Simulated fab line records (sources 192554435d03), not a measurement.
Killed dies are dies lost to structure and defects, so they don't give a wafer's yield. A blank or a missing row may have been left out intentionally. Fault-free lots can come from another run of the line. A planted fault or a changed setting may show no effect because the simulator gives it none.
Which tool was responsible? || flow n5-finfet || route of 1938 steps, sampled at 1 step: 12 lots, 36 wafers

== WHAT THE GAUGES SHOWED, per wafer ==
N5_FIN_SAQP_CD_MEAS_16: target cd 35.6 nm.
{"lot": "L075", "measured": "day 2 03:50", "on": "cd-sem-03", "cd-nm (nm)": "35.04 35.78 35.83"}
{"lot": "L077", "measured": "day 2 16:02", "on": "cd-sem-03", "cd-nm (nm)": "35.81 35.40 35.55"}
{"lot": "L079", "measured": "day 3 03:50", "on": "cd-sem-03", "cd-nm (nm)": "35.50 35.25 35.66"}
{"lot": "L081", "measured": "day 3 15:20", "on": "cd-sem-01", "cd-nm (nm)": "35.71 35.37 35.27"}
{"lot": "L083", "measured": "day 4 03:56", "on": "cd-sem-02", "cd-nm (nm)": "35.62 36.00 35.45"}
{"lot": "L085", "measured": "day 4 15:43", "on": "cd-sem-01", "cd-nm (nm)": "35.86 35.64 35.62"}
{"lot": "L087", "measured": "day 5 03:40", "on": "cd-sem-03", "cd-nm (nm)": "36.04 35.60 35.75"}
{"lot": "L089", "measured": "day 5 16:06", "on": "cd-sem-02", "cd-nm (nm)": "35.79 35.69 35.48"}
{"lot": "L091", "measured": "day 6 04:59", "on": "cd-sem-02", "cd-nm (nm)": "36.22 36.04 35.76"}
{"lot": "L093", "measured": "day 6 17:01", "on": "cd-sem-02", "cd-nm (nm)": "35.26 35.59 35.53"}
{"lot": "L095", "measured": "day 7 03:29", "on": "cd-sem-03", "cd-nm (nm)": "35.61 35.42 35.61"}
{"lot": "L097", "measured": "day 7 16:05", "on": "cd-sem-02", "cd-nm (nm)": "35.48 35.10 35.34"}

== EACH LOT AND THE TOOL THAT RAN IT (in order: tool; ch and the chambers of the sampled wafers; start) ==
The record holds no process step before these readings.

== THE ANSWER, worked out from the rows above alone ==
Rule: the lots themselves supply what counts as usual. The widest of any qualifying gaps counts: lots, ordered by their means at a reading, are off when they make up no more than a third of the lots, leave a main group of 4 or more, and stand apart from it by 3 or more times the standard deviation of that group's means. A main group whose means are all the same, to the digits that the tables above print for the reading, isn't used. Also off: a lot with no number at a reading for which 4 or more lots have one. All remaining lots with rows at the step are treated as sound.
None of the lots is off at any reading shown; this tells nothing.

== WHAT THE SIMULATOR HAD INSERTED ==
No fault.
